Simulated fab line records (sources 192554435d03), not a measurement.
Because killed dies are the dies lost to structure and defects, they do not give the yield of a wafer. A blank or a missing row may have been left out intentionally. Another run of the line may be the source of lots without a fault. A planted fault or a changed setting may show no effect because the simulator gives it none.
A lot that was struck, set against a sound lot	flow n5-finfet	15 out of 1938 route steps
Sound: these wafers, L202.2, L202.4, L202.6. Wafers L216.3, L216.4, L216.6 were the ones struck. Last of all comes the cause.
At each step with rows: each side's tool, then ch and its chambers, then its first start. Under that, the readings that differ: sound wafers	struck wafers	difference of the means	sigmas: that difference in standard deviations of wafers without a fault.
alike: readings whose means differ by less than 2 such deviations, and words and numbers that are the same on both sides. not compared: withheld readings, readings that some wafer has no value for, bounds like >300 that may hide the same value, and numbers for which the record gives no deviation and whose values overlap.
A row with sigmas, a row that says differs or no value, or rows on one side alone: a step with any of these is where the two part. When numbers do not overlap yet have no deviation, they are printed without sigmas and do not part them. Lack of a reading on every wafer of one side parts them only where that side has two or more wafers.

N5_BEOL_M4_PRE_CLEAN_60: time 15 s.
  sound on cvd-co-01 ch 0,1,2, day 8 08:26; struck on cvd-co-02 ch 0,1, day 12 12:33
  alike: heater-power-w, rf-fwd-power-W
then, 2 steps without rows for these wafers: N5_BEOL_M4_CO_CAP_55 (material Co, precursor CCTBA/H2, target thk 2 nm, time 102.1 s); N5_BEOL_M4_PRE_CLEAN_56 (time 15 s).
N5_BEOL_M4_DEP_57: deposits SiCN from 3MS/NH3, target thk 8 nm, time 14 s.
  sound on pecvd-02 ch 0,2, day 8 08:35; struck on pecvd-03 ch 0,1,2, day 12 12:43
  alike: chamber-pressure-Torr, rf-fwd-power-W, showerhead-plenum-p-Torr, throttle-valve-pct
N5_BEOL_M4_RS_MEAS_58: the measuring method here is four-point-probe.
  sound: film-metro-02 at day 8 08:39; struck: film-metro-02 at day 12 12:46
  alike: M4_RS
N5_BEOL_M4_INSPECT_59: inspects for defects (darkfield).
  sound: defect-inspect-02 at day 8 08:41; struck: defect-inspect-02 at day 12 12:48
  alike: raw-defect-count
N5_BEOL_M4_RC_MEAS_101:
  sound on prober-02 ch 0, day 8 08:52; struck on prober-02 ch 0, day 12 13:08
  alike: DIBL_N, DIBL_P, IOFF_N, IOFF_P, ION_N, ION_P, SS_N, SS_P, VT_N, VT_P
N5_BEOL_M5_ILD_DEP_00: deposits SiCOH lowk from DEMS/porogen, target thk 140.64 nm, time 25.9 s.
  sound on pecvd-01 ch 1,2, day 8 09:40; struck on pecvd-02 ch 1,2, day 12 13:47
  alike: chamber-pressure-Torr, heater-power-w, rf-fwd-power-W, showerhead-plenum-p-Torr, throttle-valve-pct
N5_BEOL_M5_CURE_79: cures SiCOH lowk, time 240 s.
  sound on uv-cure-02 ch 0, day 8 09:49; struck on uv-cure-02 ch 2, day 12 14:01
  alike: lamp-power-pct, wafer_temp_C_max
N5_BEOL_M5_THK_MEAS_01:
  sound: film-metro-01 at day 8 10:14; struck: film-metro-02 at day 12 14:22
  alike: M5_ILD_THK
then, 1 step without rows for these wafers: N5_BEOL_M5_PECVD_70 (deposits SiO2 from TEOS/O2, target thk 16 nm, time 18 s).
N5_BEOL_M5_HM_DEP_02: deposits TiN, target thk 20 nm.
  sound: pvd-sputter-02 at day 8 11:14; struck: pvd-sputter-03 at day 12 15:02
  alike: substrate-temp-c, throttle-valve-pct
N5_BEOL_M5_COAT_59: time 60 s, resist thk 60 nm.
  sound on litho-track-01 ch 0, day 8 11:22; struck on litho-track-01 ch 0, day 12 15:10
reading	sound	struck	difference	sigmas
heater-power-total-W (W)	498.8 497.2 501.8	514.3 513.9 519.0	+16.5	+10
plate-temp-C (C)	250.06 249.55 249.75	256.32 256.59 256.73	+6.76	+38
then, 1 step without rows for these wafers: N5_BEOL_M5_COAT_60 (time 60 s, resist thk 12 nm).
-- record jumps: 4 days separate the struck wafers' starts on either side; left off in module BEOL_M5, taken up again in module PASSIVATION, whose first shown step is the route's number 1936 --
N5_PASSIVATION_PROBE_49:
  sound: prober-01 at day 12 18:11; struck: prober-02 at day 16 16:49
reading	sound	struck	difference	sigmas
killed_at_M0_to_M3	20 29 18	47 38 48	+22	+2
  alike: defect-limited-yield, killed_at_M4_up, killed-at-contacts, killed-at-front-end, killed-at-other, killed-dies, killed-open, killed-short, sort_bin_5_function, sort_bin_6_memory, sort_bin_8_speed, sort-n-pass, sort-yield-pct

WHERE THEY PART
Last at N5_PASSIVATION_PROBE_49 as far as this record goes, first at N5_BEOL_M5_COAT_59.

WHY: the cause the simulator had injected
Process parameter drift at N5_BEOL_M5_COAT_59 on litho-track-01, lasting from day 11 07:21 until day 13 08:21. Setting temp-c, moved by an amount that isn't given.
